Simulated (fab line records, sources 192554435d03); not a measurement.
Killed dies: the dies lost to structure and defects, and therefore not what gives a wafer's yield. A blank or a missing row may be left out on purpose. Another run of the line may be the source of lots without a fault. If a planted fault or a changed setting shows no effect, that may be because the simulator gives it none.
Matching of chambers -- flow n5Finfet -- rieDiel-06 running N5_DUMMY_GATE_DESCUM_20: 4 sister chambers
The step chemistry O2, time 6.2 s. 4 wafers are shown with their chamber, then 7 later ones without.

WAFERS PAIRED WITH THEIR CHAMBERS
wafer,chamber,showerheadPlenumPTorr (Torr)
L086.1,0,2.06
L086.5,1,1.98
L090.1,3,1.98
L090.5,2,2.15

WAFERS WITHOUT THEIR CHAMBER
wafer,showerheadPlenumPTorr (Torr)
L090.6,2.06
L095.1,1.98
L095.5,2.24
L095.6,1.98
L096.1,2.05
L096.2,2.23
L096.3,1.98

CHAMBER TAKEN BY EACH
wafer,from the rows above,in truth
L090.6,can't be placed: 0 or 1 or 3 or 2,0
L095.1,can't be placed: 1 or 3 or 0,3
L095.5,can't be placed: 2 or 0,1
L095.6,can't be placed: 1 or 3 or 0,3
L096.1,can't be placed: 0 or 1 or 3 or 2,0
L096.2,can't be placed: 2 or 0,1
L096.3,can't be placed: 1 or 3 or 0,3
Correctly placed: 0 of 7. These rows do not allow placing 7 (true chamber among the candidates in 5). 0 placed wrongly.
How it was worked out, from the rows above alone: a wafer's distance from a chamber is the root of the sum, over the readings, of the square of ((its reading less the chamber's mean) divided by the reading's scatter). If the next closest chamber is less than 2 further off than the closest, the wafer can't be placed; otherwise it belongs to the closest. Each chamber's mean is taken over the wafers shown for it. The scatter: root of mean squared gap, hidden wafer to nearest shown wafer, with one shown wafer a chamber.
